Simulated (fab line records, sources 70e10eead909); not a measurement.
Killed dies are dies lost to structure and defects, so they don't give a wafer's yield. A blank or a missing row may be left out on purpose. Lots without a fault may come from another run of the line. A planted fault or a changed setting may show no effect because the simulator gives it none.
A struck lot beside a sound one | flow nand_harc | 17 steps out of a route of 1159
Sound: wafers L557.3, L557.4, L557.5. Struck: wafers L567.3, L567.6. (L567.5 of the same lot was not struck and is left out.) The cause comes at the end.
At each step with rows: each side's tool, then ch and its chambers, then its first start. Under that, the readings that differ: sound wafers | struck wafers | difference of the means | sigmas: that difference in standard deviations of wafers without a fault.
alike: readings whose means differ by less than 2 such deviations, and words and numbers that are the same on both sides. not compared: withheld readings, readings that some wafer has no value for, bounds like >300 that may hide the same value, and numbers for which the record gives no deviation and whose values overlap.
The two part at a step that has a row with sigmas, a row that says differs or no value, or rows on one side only. Numbers that don't overlap but have no deviation are shown without sigmas and don't part them. A reading that every wafer of one side lacks parts them only if that side has two wafers or more.

NHARC_P_M1_INSPECT_11:
  sound on defect_inspect-01, day 6 14:32; struck on defect_inspect-02, day 9 08:50
  alike: raw_defect_count
then, 1 step without rows for these wafers: NHARC_P_M1_DESCUM_14 (chemistry O2, time 3 s).
NHARC_P_M1_ETCH_35: etches the open film in N2/H2, target depth 40 nm, overetch 12 nm, time 43.94 s.
  sound on rie_diel-09 ch 1,2,3, day 6 15:09; struck on rie_diel-09 ch 0,2, day 9 08:59
  alike: chamber_pressure_mTorr, drypump_motor_current_A, oes_product_au, rf_vpp_V, showerhead_plenum_p_Torr, throttle_valve_pct
  not compared: rf_hours_counter_h
NHARC_P_M1_ETCH_15: etches the open film in C4F8/Ar, target depth 182.5 nm, time 91.2 s.
  sound on rie_diel-09 ch 0,1; struck on rie_diel-09 ch 2,3
  reading               | sound             | struck      | difference | sigmas
  oes_product_au (a.u.) | 0.918 0.923 0.917 | 0.963 0.976 | +0.050     | +2
  alike: chamber_pressure_mTorr, rf_vpp_V
  not compared: rf_hours_counter_h
NHARC_P_M1_CD_MEAS_16:
  sound on cd_sem-03, day 6 15:22; struck on cd_sem-02, day 9 09:12
  alike: cd_nm
then, 1 step without rows for these wafers: NHARC_P_M1_STRIP_18 (strips in N2/H2).
NHARC_P_M1_ETCH_28: etches the open film in CF4/N2, target depth 30 nm, time 72.99 s.
  sound on rie_diel-11 ch 1,2; struck on rie_diel-11 ch 2
  alike: chamber_pressure_mTorr, drypump_motor_current_A, oes_product_au, rf_vpp_V, showerhead_plenum_p_Torr, throttle_valve_pct
  not compared: rf_hours_counter_h
then, 3 steps without rows for these wafers: NHARC_P_M1_STRIP_19 (strips in post etch residue remover, time 600 s); NHARC_P_M1_DEGAS_29 (time 60 s); NHARC_P_M1_PRE_CLEAN_30 (time 30 s).
NHARC_P_M1_PVD_20: deposits TaN, target thk 5 nm, time 8.06 s.
  sound on pvd_sputter-02; struck on pvd_sputter-03
  reading                | sound          | struck    | difference | sigmas
  throttle_valve_pct (%) | 29.2 32.3 30.5 | 28.0 27.7 | -2.8       | -3
  alike: bias_v
then, 1 step without rows for these wafers: NHARC_P_M1_PVD_21 (deposits Cu, target thk 30 nm, time 20.49 s).
NHARC_P_M1_ECD_22: material Cu, target thk 400 nm.
  sound on ecd_cu-01 ch 0,1, day 6 16:32; struck on ecd_cu-01 ch 0,1, day 9 10:25
NHARC_P_M1_ANNEAL_31: time 90 s.
  sound on rtp_anneal-01 ch 0, day 6 16:55; struck on rtp_anneal-02 ch 0, day 9 10:45
  alike: wafer_temp_C_max
NHARC_P_M1_CMP_23: polishes, t overpolish 20 s, target thk 157.82 nm.
  sound on cmp-03 ch 2,3, day 6 17:10; struck on cmp-01 ch 0,1, day 9 11:04
  reading                | sound          | struck    | difference | sigmas
  time_to_endpoint_s (s) | 27.6 31.0 29.7 | 13.0 12.4 | -16.7      | -8
  alike: motor_current_A
NHARC_P_M1_THK_MEAS_24: measures by xrf.
  sound on film_metro-01, day 6 17:28; struck on film_metro-02, day 9 11:18
  reading     | sound             | struck      | difference | sigmas
  thk_nm (nm) | 157.9 157.2 156.5 | 140.4 136.4 | -18.8      | -13
then, 1 step without rows for these wafers: NHARC_P_M1_SRD_25.

WHERE THEY PART
First at NHARC_P_M1_ETCH_15; last, within this record, at NHARC_P_M1_THK_MEAS_24.

WHY: what the simulator had put in
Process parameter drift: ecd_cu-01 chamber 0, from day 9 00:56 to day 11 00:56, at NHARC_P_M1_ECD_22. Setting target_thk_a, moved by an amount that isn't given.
